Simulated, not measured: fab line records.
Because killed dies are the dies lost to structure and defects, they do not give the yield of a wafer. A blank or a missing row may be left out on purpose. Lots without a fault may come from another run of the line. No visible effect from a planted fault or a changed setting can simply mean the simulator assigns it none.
Matching of chambers | flow nand harc | rie diel-02 running NHARC_A_ZERO_WELL_DESCUM_12: 4 sister chambers
The step chemistry O2, time 3 s. 18 wafers are shown with their chamber, then 9 later ones without.

## WAFERS, EACH WITH ITS CHAMBER
wafer  | chamber | showerhead plenum p Torr (Torr) | drypump motor current A (A) | oes product au (a.u.)
L742.1 | 1       | 1.83                            | 5.79                        | 1.011
L742.2 | 3       | 2.03                            | 6.11                        | 0.983
L742.6 | 1       | 1.83                            | 5.79                        | 1.001
L743.1 | 1       | 1.83                            | 5.81                        | 0.998
L743.4 | 2       | 1.84                            | 5.95                        | 0.992
L743.5 | 3       | 2.03                            | 6.10                        | 0.995
L758.2 | 1       | 1.83                            | 5.78                        | 1.017
L758.4 | 3       | 2.03                            | 6.09                        | 0.995
L758.5 | 0       | 1.99                            | 6.01                        | 0.986
L759.2 | 2       | 1.83                            | 5.96                        | 1.002
L759.3 | 0       | 1.99                            | 5.96                        | 0.980
L759.4 | 3       | 2.03                            | 6.10                        | 1.002
L760.2 | 2       | 1.83                            | 5.94                        | 1.002
L760.4 | 0       | 1.99                            | 6.01                        | 0.988
L760.6 | 0       | 1.99                            | 5.98                        | 0.983
L761.1 | 3       | 2.03                            | 6.09                        | 1.008
L761.2 | 2       | 1.83                            | 5.97                        | 1.011
L761.5 | 0       | 1.99                            | 5.98                        | 0.973

SIGNATURES (means of the wafers above)
reading                  | chamber 0 | chamber 1 | chamber 2 | chamber 3 | scatter within a chamber
showerhead plenum p Torr | 1.9900    | 1.8300    | 1.8325    | 2.0300    | 0.00231
drypump motor current A  | 5.9880    | 5.7925    | 5.9550    | 6.0980    | 0.015
oes product au           | 0.98200   | 1.00675   | 1.00175   | 0.99660   | 0.00802
Rule: a wafer's distance from a chamber is the root of the sum, over the readings, of the square of ((its reading less the chamber's mean) divided by the reading's scatter). The wafer belongs to the nearest chamber; if the next one is less than 2 further off, it can't be placed. The scatter: take each reading less its chamber's mean, square it, sum over the shown wafers, divide by the number of wafers less the number of chambers, and take the root.

## WAFERS WITHOUT THEIR CHAMBER
wafer  | showerhead plenum p Torr (Torr) | drypump motor current A (A) | oes product au (a.u.)
L762.1 | 1.83                            | 5.80                        | 1.028
L762.2 | 1.99                            | 5.96                        | 0.987
L762.3 | 2.03                            | 6.09                        | 1.017
L763.1 | 2.03                            | 6.09                        | 1.009
L763.2 | 1.83                            | 5.77                        | 1.012
L763.6 | 1.83                            | 5.79                        | 1.010
L764.1 | 2.03                            | 6.07                        | 1.004
L764.4 | 1.99                            | 5.98                        | 0.984
L764.6 | 1.83                            | 5.95                        | 0.997

## THE CHAMBER EACH PASSED THROUGH
wafer  | from the rows above | in truth
L762.1 | 1                   | 1
L762.2 | 0                   | 0
L762.3 | 3                   | 3
L763.1 | 3                   | 3
L763.2 | 1                   | 1
L763.6 | 1                   | 1
L764.1 | 3                   | 3
L764.4 | 0                   | 0
L764.6 | 2                   | 2
Correct placement for 9 of the 9. Can't be placed from these rows: 0. 0 placed wrongly.
